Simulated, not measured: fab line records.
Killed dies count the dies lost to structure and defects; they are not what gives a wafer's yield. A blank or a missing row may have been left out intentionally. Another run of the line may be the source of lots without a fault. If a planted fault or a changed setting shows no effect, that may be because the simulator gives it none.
Split-lot trial || flow n5Finfet || route with 1938 steps; 7 lots, 21 wafers read

== SPLIT DETAILS ==
At N5_WELL_APT_COAT_19 (resist thk 950 nm), the setting spinRpm was moved away from the recipe's 1357 rpm on 8 of the 21 wafers read, by -6.9% to +10.1%. The other wafers ran this setting at the recipe's value.

Reading taken at the split's own step.

== THE READING ==
coat_of_WELL_APT_COAT_19.thkNm (the simulator's own value, which no gauge read), in nm, at N5_WELL_APT_COAT_19 (resist thk 950 nm). There is no usual value for it anywhere in the file. The 13 wafers here that ran the recipe average 949.8 nm, standard deviation 3.6 nm.

{"wafer": "L086.1", "tool, chamber at the split": "lithoTrack-03, 0", "spinRpm as run, rpm": 1357, "against the recipe": "recipe", "coat_of_WELL_APT_COAT_19.thkNm, nm": 948.6, "against lot-mates on the recipe": "-"}
{"wafer": "L086.2", "tool, chamber at the split": "lithoTrack-03, 0", "spinRpm as run, rpm": 1309, "against the recipe": "-3.5%", "coat_of_WELL_APT_COAT_19.thkNm, nm": 964.6, "against lot-mates on the recipe": "+16.0"}
{"wafer": "L086.3", "tool, chamber at the split": "lithoTrack-03, 0", "spinRpm as run, rpm": 1309, "against the recipe": "-3.5%", "coat_of_WELL_APT_COAT_19.thkNm, nm": 966.9, "against lot-mates on the recipe": "+18.3"}
{"wafer": "L088.1", "tool, chamber at the split": "lithoTrack-01, 0", "spinRpm as run, rpm": 1357, "against the recipe": "recipe", "coat_of_WELL_APT_COAT_19.thkNm, nm": 951.1, "against lot-mates on the recipe": "-"}
{"wafer": "L088.2", "tool, chamber at the split": "lithoTrack-01, 0", "spinRpm as run, rpm": 1357, "against the recipe": "recipe", "coat_of_WELL_APT_COAT_19.thkNm, nm": 957.3, "against lot-mates on the recipe": "-"}
{"wafer": "L088.3", "tool, chamber at the split": "lithoTrack-01, 0", "spinRpm as run, rpm": 1357, "against the recipe": "recipe", "coat_of_WELL_APT_COAT_19.thkNm, nm": 953.4, "against lot-mates on the recipe": "-"}
{"wafer": "L089.2", "tool, chamber at the split": "lithoTrack-01, 0", "spinRpm as run, rpm": 1357, "against the recipe": "recipe", "coat_of_WELL_APT_COAT_19.thkNm, nm": 945.9, "against lot-mates on the recipe": "-"}
{"wafer": "L089.4", "tool, chamber at the split": "lithoTrack-01, 0", "spinRpm as run, rpm": 1399, "against the recipe": "+3.1%", "coat_of_WELL_APT_COAT_19.thkNm, nm": 932.6, "against lot-mates on the recipe": -14.5}
{"wafer": "L089.5", "tool, chamber at the split": "lithoTrack-01, 0", "spinRpm as run, rpm": 1357, "against the recipe": "recipe", "coat_of_WELL_APT_COAT_19.thkNm, nm": 948.4, "against lot-mates on the recipe": "-"}
{"wafer": "L090.1", "tool, chamber at the split": "lithoTrack-03, 0", "spinRpm as run, rpm": 1264, "against the recipe": "-6.9%", "coat_of_WELL_APT_COAT_19.thkNm, nm": 984, "against lot-mates on the recipe": "+32.8"}
{"wafer": "L090.3", "tool, chamber at the split": "lithoTrack-03, 0", "spinRpm as run, rpm": 1357, "against the recipe": "recipe", "coat_of_WELL_APT_COAT_19.thkNm, nm": 951.2, "against lot-mates on the recipe": "-"}
{"wafer": "L090.5", "tool, chamber at the split": "lithoTrack-03, 0", "spinRpm as run, rpm": 1264, "against the recipe": "-6.9%", "coat_of_WELL_APT_COAT_19.thkNm, nm": 986.5, "against lot-mates on the recipe": "+35.3"}
{"wafer": "L092.1", "tool, chamber at the split": "lithoTrack-01, 0", "spinRpm as run, rpm": 1357, "against the recipe": "recipe", "coat_of_WELL_APT_COAT_19.thkNm, nm": 947.5, "against lot-mates on the recipe": "-"}
{"wafer": "L092.2", "tool, chamber at the split": "lithoTrack-01, 0", "spinRpm as run, rpm": 1357, "against the recipe": "recipe", "coat_of_WELL_APT_COAT_19.thkNm, nm": 945.7, "against lot-mates on the recipe": "-"}
{"wafer": "L092.5", "tool, chamber at the split": "lithoTrack-01, 0", "spinRpm as run, rpm": 1357, "against the recipe": "recipe", "coat_of_WELL_APT_COAT_19.thkNm, nm": 944.4, "against lot-mates on the recipe": "-"}
{"wafer": "L093.2", "tool, chamber at the split": "lithoTrack-04, 0", "spinRpm as run, rpm": 1448, "against the recipe": "+6.7%", "coat_of_WELL_APT_COAT_19.thkNm, nm": 922.9, "against lot-mates on the recipe": -29.4}
{"wafer": "L093.4", "tool, chamber at the split": "lithoTrack-04, 0", "spinRpm as run, rpm": 1357, "against the recipe": "recipe", "coat_of_WELL_APT_COAT_19.thkNm, nm": 950, "against lot-mates on the recipe": "-"}
{"wafer": "L093.5", "tool, chamber at the split": "lithoTrack-04, 0", "spinRpm as run, rpm": 1357, "against the recipe": "recipe", "coat_of_WELL_APT_COAT_19.thkNm, nm": 954.6, "against lot-mates on the recipe": "-"}
{"wafer": "L097.1", "tool, chamber at the split": "lithoTrack-03, 0", "spinRpm as run, rpm": 1494, "against the recipe": "+10.1%", "coat_of_WELL_APT_COAT_19.thkNm, nm": 901.8, "against lot-mates on the recipe": -47.3}
{"wafer": "L097.3", "tool, chamber at the split": "lithoTrack-03, 0", "spinRpm as run, rpm": 1357, "against the recipe": "recipe", "coat_of_WELL_APT_COAT_19.thkNm, nm": 949.1, "against lot-mates on the recipe": "-"}
{"wafer": "L097.4", "tool, chamber at the split": "lithoTrack-03, 0", "spinRpm as run, rpm": 1494, "against the recipe": "+10.1%", "coat_of_WELL_APT_COAT_19.thkNm, nm": 903.7, "against lot-mates on the recipe": -45.4}

FIT RESULTS
A straight line over all 21 wafers: coat_of_WELL_APT_COAT_19.thkNm changes by -4.73 nm for each +1% of spinRpm; r = -0.99; the points scatter about the line by 3.4 nm.
The same after taking each lot's own level away (the mean of its wafers on the recipe; 21 wafers): -4.69 nm for each +1%; r = -1.00; scatter 1.7 nm.
According to that fit, moving spinRpm by its largest amount changes the reading by 47 nm.
The lots' own levels span 945.87 to 953.93 nm, that is 2.3 times the standard deviation above.
Hence the lot-to-lot level has little effect on the slope; both slopes agree.
Check: for one of the wafers moved furthest among these (+10.1%), held out of the fit, the line's prediction against its lot-mates is -46.8 nm. Against them it came out at -47.3 nm.

== FURTHER SPLITS ON THESE WAFERS ==
Note: prior to the reading, these wafers also went through further splits. Each is held against what the fit with the lots' levels taken away leaves over:
{"other split on the same wafers": "N5_ZERO_LAYER_PEB_09 pebTimeS", "wafers away from the commonest value": "as run: not given for these wafers", "r with coat_of_WELL_APT_COAT_19.thkNm (lot level and that fit taken away)": "-"}

== THE FILE'S OWN FIT ==
coat_of_WELL_APT_COAT_19.thkNm changes by -4.65 nm for each +1% of spinRpm, r = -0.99.
